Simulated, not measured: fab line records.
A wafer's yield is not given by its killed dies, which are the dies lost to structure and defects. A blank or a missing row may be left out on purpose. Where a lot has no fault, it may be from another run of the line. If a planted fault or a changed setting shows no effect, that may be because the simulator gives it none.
fab line records | flow n5-finfet
record: lots: 9 wafers: 27 last-day: 20
route steps=1938 shown SD_EPI_P@308 SD_ACTIVATION@331 BEOL_M4@1111 PASSIVATION@1936
lots that met no fault: from a run of the same line without faults
start-h: hours from the record's opening day to when the first of the lot's shown wafers began | wait-h: hours from the lot's prior step to this one | " unchanged from the row above | L1.1+2: a row that stands for several wafers | - either no value or no given start | * or withheld: withheld | < > ~ a bound
route shown NAME@n: a module of which the file shows steps, and the number in the route of the first | usual: mean/standard deviation taken from wafers without a fault | same: alike in all rows | chamber/n: place in a boat | sites: readings site by site | _std_site: the values' standard deviation | _edge_site: inner sites' mean taken away from outer sites' mean | radius-mm: how far each site lies from the wafer's centre | mask NAME#n: copy n | behind: the most recent tool/chamber to have shaped the wafer | hold: what put the lot on hold/how long, in hours/how the hold closed | device: names the non-switching transistor (n, p or np) | end of line: tests of these same wafers at the route's end | step lacking rows: just its recipe | killed: count of dies lost to structure and defects at first sort (not the wafer's yield) | map: dies across one wafer; x = killed, . = not, _ = none there
set.NAME: the setting that was run; set.NAME@STEP: the one run at that earlier step | model.NAME: the simulator's own value behind a step, which no gauge read
route steps across a sampled set of lots; one table per step, one row per wafer
services: the hour from which a tool's chamber was out of use, counted from the record's first day as start-h (under 0 if before that day), plus the number of hours and why
== steps ==
step: N5_SD_EPI_P_ETCH_37
recipe: chemistry: N2/H2 target: SOC overetch-a: 1080 mask-material: SiARC temp-c: 40 ion-energy-ev: 100 source-w: 3000 bias-w: 133 pressure-mtorr: 20 time-s: 486 n2-flow-sccm: 200 h2-flow-sccm: 200 ends: end-point
usual: drypump-motor-current-A: 5.6/0.43 oes-product-au: 0.72/0.059 rf-vpp-V: 240.9/1.5 showerhead-plenum-p-Torr: 2.55/0.088 throttle-valve-pct: 23.60/0.3
columns lot.wafer tool chamber start-h wait-h drypump-motor-current-A oes-product-au rf-hours-counter-h rf-vpp-V showerhead-plenum-p-Torr throttle-valve-pct
L932.2 rie-diel-05 0 60.42 0.0 5.6 0.67 170 240.0 2.52 23.84
L932.4 " 2 " " 4.9 0.84 10 242.2 2.60 23.32
L932.6 " 2 " " 4.9 0.84 - 240.8 2.60 23.31
L935.2 rie-diel-06 0 76.58 0.0 5.9 0.70 129 241.8 2.67 23.47
L935.4 " 2 " " 6.0 0.73 - 240.9 2.58 24.21
L935.5 " 3 " " 5.7 0.70 - 243.4 2.65 23.58
L940.1 rie-diel-03 1 106.02 0.0 5.4 0.82 14 241.5 2.47 23.20
L940.5 " 1 " " 5.4 0.83 - 238.4 2.47 23.17
L940.6 " 3 " " 5.1 0.76 - 242.8 2.68 23.82
L941.1 rie-diel-06 0 112.62 0.0 5.9 0.69 140 241.8 2.66 23.49
L941.3 " 2 " " 6.0 0.71 89 239.8 2.57 24.21
L941.6 " 2 " " 6.1 0.71 - 241.7 2.57 24.20
L944.3 rie-diel-05 1 132.77 0.0 6.5 0.60 249 240.1 2.49 23.92
L944.5 " 3 " " 6.1 0.71 - 241.2 2.56 23.93
L944.6 " 0 " " 5.6 0.65 - 240.5 2.52 23.88
L950.1 rie-diel-03 3 167.07 0.0 5.1 0.74 85 243.4 2.67 23.85
L950.4 " 1 " " 5.4 0.79 35 239.7 2.46 23.21
L950.5 " 2 " " 6.1 0.67 - 238.4 2.43 23.39
L952.2 rie-diel-03 1 178.20 0.0 5.4 0.78 38 239.9 2.46 23.22
L952.3 " 3 " " 5.1 0.74 88 241.0 2.67 23.86
L952.5 " 1 " " 5.4 0.78 - 238.2 2.46 23.22
L953.1 rie-diel-03 2 189.75 0.0 6.1 0.67 168 240.0 2.43 23.39
L953.3 " 0 " " 5.5 0.67 167 240.9 2.54 23.59
L953.5 " 2 " " 6.1 0.67 - 239.9 2.43 23.37
L954.1 rie-diel-03 2 192.99 0.0 6.1 0.67 169 240.3 2.43 23.38
L954.2 " 1 " " 5.4 0.78 43 239.1 2.46 23.22
L954.3 " 3 " " 5.1 0.73 92 242.4 2.67 23.87
step: N5_SD_EPI_P_ETCH_16
recipe: chemistry: CHF3/O2 target: SiO2 target-depth-a: 50 mask-material: SOC pressure-mtorr: 30 source-w: 650 bias-w: 170 Ar_flow_sccm: 200 CHF3_flow_sccm: 50 O2_flow_sccm: 5 ion-energy-ev: 200
usual: CHF3_flow_sccm: 49.95/0.15 drypump-motor-current-A: 5.6/0.43 oes-product-au: 0.81/0.069 rf-vpp-V: 522/12 showerhead-plenum-p-Torr: 2.42/0.079 throttle-valve-pct: 18.77/0.16
columns lot.wafer tool chamber start-h wait-h CHF3_flow_sccm drypump-motor-current-A oes-product-au rf-hours-counter-h rf-vpp-V showerhead-plenum-p-Torr throttle-valve-pct
L932.2 rie-diel-05 0 60.94 0.1 49.98 5.6 0.73 170 513 2.40 18.97
L932.4 " 2 " " 49.84 4.8 0.94 10 518 2.48 18.75
L932.6 " 2 " " 49.80 4.8 0.95 - 516 2.48 18.75
L935.2 rie-diel-06 0 77.10 0.1 50.10 5.9 0.79 129 529 2.50 18.61
L935.4 " 2 " " 49.83 6.0 0.83 - 513 2.45 19.09
L935.5 " 3 " " 49.99 5.7 0.78 - 537 2.53 18.87
L940.1 rie-diel-03 1 106.54 0.1 50.05 5.4 0.94 14 503 2.37 18.63
L940.5 " 1 " " 49.80 5.4 0.94 - 504 2.37 18.66
L940.6 " 3 " " 49.94 5.1 0.84 - 515 2.55 18.87
L941.1 rie-diel-06 0 113.15 0.1 49.90 5.9 0.78 141 530 2.49 18.63
L941.3 " 2 " " 49.82 6.0 0.80 89 513 2.45 19.11
L941.6 " 2 " " 49.94 6.0 0.80 - 512 2.45 19.12
L944.3 rie-diel-05 1 133.29 0.1 49.91 6.5 0.67 249 534 2.37 19.03
L944.5 " 3 " " 49.96 6.1 0.79 - 533 2.41 18.74
L944.6 " 0 " " 49.83 5.6 0.71 - 513 2.39 18.99
L950.1 rie-diel-03 3 167.60 0.1 49.82 5.1 0.82 85 514 2.54 18.89
L950.4 " 1 " " 49.81 5.4 0.90 35 504 2.37 18.71
L950.5 " 2 " " 50.00 6.1 0.75 - 529 2.32 18.62
L952.2 rie-diel-03 1 178.72 0.1 50.11 5.4 0.89 38 503 2.37 18.69
L952.3 " 3 " " 50.10 5.1 0.80 89 514 2.54 18.89
L952.5 " 1 " " 49.77 5.4 0.89 - 504 2.37 18.69
L953.1 rie-diel-03 2 190.27 0.1 50.00 6.1 0.76 168 527 2.32 18.62
L953.3 " 0 " " 50.06 5.4 0.75 167 536 2.39 18.69
L953.5 " 2 " " 49.99 6.2 0.75 - 528 2.32 18.59
L954.1 rie-diel-03 2 193.51 0.1 50.05 6.1 0.74 170 528 2.31 18.62
L954.2 " 1 " " 49.85 5.4 0.88 43 503 2.36 18.69
L954.3 " 3 " " 49.98 5.1 0.81 92 513 2.53 18.91
step: N5_SD_EPI_P_PRECLEAN_24
recipe: chemistry: O3/DIW time-s: 45 temp-c: 22 o3-ppm: 10
columns lot.wafer tool chamber start-h wait-h
L932.2+4+6 wet-bench-06 1,4,7 63.99 0.0
L935.2+4+5 wet-bench-06 6,3,4 80.99 0.0
L940.1+5+6 wet-bench-05 2,4,1 109.58 0.0
L941.1+3+6 wet-bench-06 2,3,4 116.18 0.0
L944.3+5+6 wet-bench-06 2,5,3 136.33 0.0
L950.1+4+5 wet-bench-05 6,2,0 170.91 0.0
L952.2+3+5 wet-bench-05 7,6,2 181.76 0.0
L953.1+3+5 wet-bench-06 5,0,3 193.31 0.0
L954.1+2+3 wet-bench-04 0,1,3 196.55 0.0
step: N5_SD_EPI_P_INSPECT_26
recipe: inspect-instrument: darkfield mode: post-epi
usual: raw-defect-count: 170/32
columns lot.wafer tool chamber start-h wait-h raw-defect-count
L932.2 defect-inspect-01 - 64.06 0.0 143
L932.4 " - " " 143
L932.6 " - " " 108
L935.2 defect-inspect-01 - 81.06 0.0 175
L935.4 " - " " 146
L935.5 " - " " 160
L940.1 defect-inspect-01 - 109.65 0.0 148
L940.5 " - " " 124
L940.6 " - " " 135
L941.1 defect-inspect-01 - 116.25 0.0 443
L941.3 " - " " 157
L941.6 " - " " 199
L944.3 defect-inspect-01 - 136.40 0.0 443
L944.5 " - " " 150
L944.6 " - " " 148
L950.1 defect-inspect-01 - 170.98 0.0 203
L950.4 " - " " 149
L950.5 " - " " 186
L952.2 defect-inspect-01 - 181.82 0.0 123
L952.3 " - " " 149
L952.5 " - " " 139
L953.1 defect-inspect-02 - 193.38 0.0 167
L953.3 " - " " 183
L953.5 " - " " 141
L954.1 defect-inspect-01 - 196.62 0.0 188
L954.2 " - " " 153
L954.3 " - " " 190
step: N5_SD_ACTIVATION_LSA_01
recipe: temp-c: 1080 time-s: 0.0008 ambient: N2
usual: wafer_temp_C_max: 1083.5/1.1
columns lot.wafer tool chamber start-h wait-h wafer_temp_C_max
L932.2 laser-anneal-02 0 64.32 0.2 1083.0
L932.4 " 0 " " 1083.7
L932.6 " 0 " " 1085.0
L935.2 laser-anneal-01 0 81.33 0.2 1083.0
L935.4 " 0 " " 1082.0
L935.5 " 0 " " 1081.4
L940.1 laser-anneal-02 0 109.89 0.2 1084.4
L940.5 " 0 " " 1084.9
L940.6 " 0 " " 1083.8
L941.1 laser-anneal-01 0 116.58 0.2 1082.9
L941.3 " 0 " " 1082.3
L941.6 " 0 " " 1082.4
L944.3 laser-anneal-02 0 136.69 0.2 1083.8
L944.5 " 0 " " 1084.0
L944.6 " 0 " " 1084.0
L950.1 laser-anneal-01 0 171.22 0.2 1082.1
L950.4 " 0 " " 1081.8
L950.5 " 0 " " 1082.3
L952.2 laser-anneal-01 0 182.16 0.2 1083.2
L952.3 " 0 " " 1083.4
L952.5 " 0 " " 1082.6
L953.1 laser-anneal-02 0 193.61 0.2 1084.8
L953.3 " 0 " " 1084.2
L953.5 " 0 " " 1083.3
L954.1 laser-anneal-02 0 196.85 0.2 1085.5
L954.2 " 0 " " 1085.3
L954.3 " 0 " " 1084.7
step: N5_BEOL_M4_RC_MEAS_101
usual: DIBL_N: 36.7/1.8 DIBL_P: 37.0/2.4 IOFF_N: 0.17/0.036 IOFF_P: 0.22/0.042 ION_N: 673/12 ION_P: 462/8.5 SS_N: 71.7/0.62 SS_P: 73.4/0.65 VT_N: 250/3.7 VT_P: -250/3.7
columns lot.wafer tool chamber start-h wait-h DIBL_N[mV/V] DIBL_P[mV/V] IOFF_N[nA/um] IOFF_P[nA/um] ION_N[uA/um] ION_P[uA/um] SS_N[mV/dec] SS_P[mV/dec] VT_N[mV] VT_P[mV]
L932.2 prober-02 0 188.56 0.2 38.5 39.0 0.19 0.25 671 461 71.5 73.3 250 -250
L932.4 " 0 " " 38.2 39.0 0.21 0.24 675 460 71.9 74.6 245 -250
L932.6 " 0 " " 37.8 37.4 0.19 0.22 667 457 72.0 73.4 250 -249
L935.2 prober-02 0 214.95 0.2 34.1 34.9 0.11 0.15 642 447 71.1 73.3 257 -253
L935.4 " 0 " " 36.1 36.7 0.13 0.18 654 443 71.3 72.7 257 -252
L935.5 " 0 " " 33.6 34.7 0.11 0.15 647 446 70.5 72.5 256 -255
L940.1 prober-01 0 237.71 0.0 35.9 35.9 0.17 0.25 683 479 71.0 72.7 246 -243
L940.5 " 0 " " 35.4 35.4 0.15 0.24 667 470 72.1 72.2 250 -244
L940.6 " 0 " " 37.8 37.7 0.20 0.29 672 474 71.9 73.1 245 -243
L941.1 prober-01 0 239.43 0.0 36.1 37.0 0.14 0.20 658 454 70.6 73.7 254 -250
L941.3 " 0 " " 34.9 35.6 0.12 0.18 649 449 71.2 73.3 256 -251
L941.6 " 0 " " 35.9 35.9 0.13 0.19 659 455 71.2 73.3 251 -254
L944.3 prober-01 0 271.27 0.3 34.9 37.2 0.14 0.22 669 465 70.8 73.9 252 -251
L944.5 " 0 " " 35.1 36.2 0.13 0.19 664 460 71.2 74.0 255 -253
L944.6 " 0 " " 34.5 36.0 0.13 0.19 674 463 71.3 73.4 250 -253
L950.1 prober-02 0 300.73 0.0 39.0 38.1 0.20 0.21 679 459 72.0 72.6 248 -252
L950.4 " 0 " " 38.3 37.9 0.18 0.22 678 469 72.0 73.0 247 -251
L950.5 " 0 " " 39.3 38.2 0.21 0.22 677 456 72.1 73.0 248 -249
L952.2 prober-02 0 302.50 0.2 38.1 36.4 0.17 0.25 687 471 71.4 73.9 247 -248
L952.3 " 0 " " 39.6 38.4 0.20 0.29 671 462 72.5 73.2 250 -247
L952.5 " 0 " " 37.0 35.7 0.15 0.23 683 470 70.7 73.3 249 -248
L953.1 prober-02 0 330.73 0.0 37.6 38.4 0.18 0.24 684 467 72.0 72.7 248 -250
L953.3 " 0 " " 36.9 37.5 0.16 0.22 671 460 71.8 73.1 249 -254
L953.5 " 0 " " 36.6 37.7 0.16 0.23 676 469 71.8 73.9 249 -251
L954.1 prober-01 0 355.73 0.0 36.6 36.4 0.15 0.19 669 454 71.8 72.8 251 -252
L954.2 " 0 " " 36.8 35.9 0.16 0.20 682 464 71.9 73.6 248 -253
L954.3 " 0 " " 35.9 35.0 0.14 0.18 670 455 71.6 73.4 251 -254
step: N5_PASSIVATION_PROBE_49
usual: defect-limited-yield: 91.1/1.4 killed_at_M0_to_M3: 32/9.3 killed_at_M4_up: 13/5.8 killed-at-contacts: 12/6.3 killed-at-front-end: 44/12 killed-at-other: 3.6/2.7 killed-dies: 104/17 killed-on-rim: 14/3.9 killed-open: 69/13 killed-short: 34/6.9 sort_bin_5_function: 5.2/0.98 sort_bin_6_memory: 3.3/0.59 sort_bin_8_speed: 0.01/0.039 sort-n-pass: 1075/17 sort-yield-pct: 91.1/1.4
same: gross-dies: 1180 killed-at-back-side: 0 sort_bin_4_leakage[%]: 0
columns lot.wafer tool chamber start-h wait-h defect-limited-yield[%] killed_at_M0_to_M3 killed_at_M4_up killed-at-contacts killed-at-front-end killed-at-other killed-dies killed-on-rim killed-open killed-short sort_bin_5_function[%] sort_bin_6_memory[%] sort_bin_8_speed[%] sort-n-pass sort-yield-pct[%]
L940.1 prober-02 - 340.32 0.0 91.0 44 12 8 40 2 106 8 63 43 5.4 3.1 0 1074 91.0
L940.5 prober-02 - 340.52 0.2 91.8 39 5 21 30 2 97 12 55 42 5.0 2.9 0 1083 91.8
L940.6 prober-02 - 340.57 0.3 91.5 41 11 11 35 2 100 9 55 45 4.1 3.6 0 1080 91.5
L941.1 prober-01 - 345.08 0.0 86.5 47 16 18 77 1 159 26 78 31 8.5 4.1 0 1021 86.5
L941.3 prober-01 - 345.18 0.1 88.5 38 24 21 52 1 136 19 98 38 7.1 4.2 0 1044 88.5
L941.6 prober-01 - 345.33 0.3 89.2 44 15 26 43 0 128 14 78 50 6.1 4.1 0 1052 89.2
L944.3 prober-01 - 375.41 0.1 84.4 25 14 20 121 4 184 34 97 44 9.9 4.8 0 996 84.4
L944.5 prober-01 - 375.51 0.2 91.9 33 10 10 38 5 96 15 56 39 4.9 3.0 0 1084 91.9
L944.6 prober-01 - 375.56 0.3 90.2 30 16 19 48 3 116 16 80 36 5.8 4.0 0 1064 90.2
killed by level:class
L940.1 FIN_SAQP:geometric-particle:open=15 BEOL_M0_SAQP:geometric-particle:short=13 FIN_SAQP:geometric-particle:short=8 MOL_CONTACT_COAG:geometric-particle:open=7 BEOL_M0_SAQP:geometric-particle:open=6 BEOL_M2:geometric-particle:open=5 STI_FIN_REVEAL:geometric-particle:open=5 BEOL_M1:geometric-particle:open=5
L940.5 MOL_CONTACT_COAG:geometric-particle:open=16 BEOL_M0_SAQP:geometric-particle:open=14 BEOL_M0_SAQP:geometric-particle:short=11 FIN_SAQP:geometric-particle:short=10 MOL_CONTACT_COAG:geometric-particle:short=5 GATE_CUT:geometric-particle:short=4 BEOL_M1:geometric-particle:open=4 STI_FIN_REVEAL:geometric-particle:open=3
L940.6 FIN_SAQP:geometric-particle:short=13 BEOL_M0_SAQP:geometric-particle:open=10 BEOL_M0_SAQP:geometric-particle:short=8 MOL_CONTACT_COAG:geometric-particle:open=6 BEOL_M2:geometric-particle:open=6 BEOL_M3:geometric-particle:open=6 FIN_SAQP:geometric-particle:open=5 MOL_CONTACT_COAG:geometric-particle:short=5
L941.1 SD_EPI_P:unspecified=49 BEOL_M2:geometric-particle:open=23 MOL_CONTACT_COAG:geometric-particle:open=15 BEOL_M4:geometric-particle:open=11 BEOL_M0_SAQP:geometric-particle:open=10 BEOL_M0_SAQP:geometric-particle:short=9 FIN_SAQP:geometric-particle:open=7 FIN_SAQP:geometric-particle:short=6
L941.3 BEOL_M2:geometric-particle:open=21 MOL_CONTACT_COAG:geometric-particle:open=17 STI_FIN_REVEAL:geometric-particle:open=12 BEOL_M4:geometric-particle:open=9 FIN_SAQP:geometric-particle:open=7 DUMMY_GATE:geometric-particle:open=6 BEOL_M0_SAQP:geometric-particle:short=6 FIN_SAQP:geometric-particle:short=5
L941.6 BEOL_M2:geometric-particle:open=20 MOL_CONTACT_COAG:geometric-particle:open=17 BEOL_M1:geometric-particle:short=10 MOL_CONTACT_COAG:geometric-particle:short=9 FIN_SAQP:geometric-particle:short=8 STI_FIN_REVEAL:geometric-particle:open=7 BEOL_M4:geometric-particle:open=7 DUMMY_GATE:geometric-particle:open=6
L944.3 SD_EPI_P:unspecified=43 STI_FIN_REVEAL:geometric-particle:open=24 MOL_CONTACT_COAG:geometric-particle:open=15 BEOL_M3:geometric-particle:open=13 FIN_SAQP:geometric-particle:short=9 ILD0:geometric-particle:open=8 FIN_SAQP:geometric-particle:open=6 DUMMY_GATE:geometric-particle:open=6
L944.5 BEOL_M0_SAQP:geometric-particle:short=10 MOL_CONTACT_COAG:geometric-particle:open=9 FIN_SAQP:geometric-particle:short=8 BEOL_M2:geometric-particle:open=8 STI_FIN_REVEAL:geometric-particle:open=6 BEOL_M3:geometric-particle:open=5 BEOL_M4:geometric-particle:open=5 GATE_CUT:geometric-particle:short=4
L944.6 MOL_CONTACT_COAG:geometric-particle:open=16 FIN_SAQP:geometric-particle:open=13 FIN_SAQP:geometric-particle:short=9 BEOL_M2:geometric-particle:open=8 BEOL_M4:geometric-particle:open=8 STI_FIN_REVEAL:geometric-particle:open=4 DUMMY_GATE:geometric-particle:open=4 BEOL_M0_SAQP:geometric-particle:open=4
== services ==
columns tool chamber start-h hours kind
rie-diel-05 0 51.68 3.7 repair
rie-diel-06 1 68.99 2.8 repair
rie-diel-06 1 75.09 4.7 repair
rie-diel-06 1 99.01 14.3 repair
rie-diel-03 2 102.53 7.6 repair
laser-anneal-02 - 125.54 4.0 repair
laser-anneal-01 - 131.65 2.4 pm
rie-diel-05 1 134.88 12.3 repair
rie-diel-06 1 142.70 5.8 repair
laser-anneal-02 - 145.34 1.9 pm
laser-anneal-02 - 147.56 2.2 repair
rie-diel-05 1 150.32 - clean
rie-diel-05 1 150.32 - consumable-replace:focus-ring
rie-diel-05 1 150.32 18.0 scheduled-down
rie-diel-05 1 150.32 18.0 vent-cycle
laser-anneal-02 - 157.70 5.4 pm
rie-diel-06 2 160.23 3.0 repair
laser-anneal-02 - 184.83 3.3 repair
rie-diel-06 - 190.75 2.8 pm
laser-anneal-01 - 191.86 38.9 repair
rie-diel-05 0 192.21 5.8 repair
rie-diel-05 - 195.70 0.7 repair
== key ==
first-sign: step: N5_SD_EPI_P_INSPECT_26 reading: raw-defect-count direction: up sigmas: 8.4 usual: 170 struck: 443
effect: step: N5_PASSIVATION_PROBE_49 reading: killed-at-front-end direction: up sigmas: 4.4 usual: 44 struck: 99
more-kills-born-at: N5_SD_EPI_P_PRECLEAN_24@wet-bench-06: 92
met-at N5_SD_EPI_P_PRECLEAN_24
struck-lots L941,L944
struck-wafers L941.1,L944.3
not-acting-at N5_SD_EPI_P_ETCH_37,N5_SD_EPI_P_ETCH_16,N5_SD_ACTIVATION_LSA_01
fault: kind: chamber-particle-source tool: wet-bench-06 chamber: 2 onset-h: 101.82 steps: N5_SD_EPI_P_PRECLEAN_24 rate-per-visit-cm2: 0.39921 end-h: 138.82
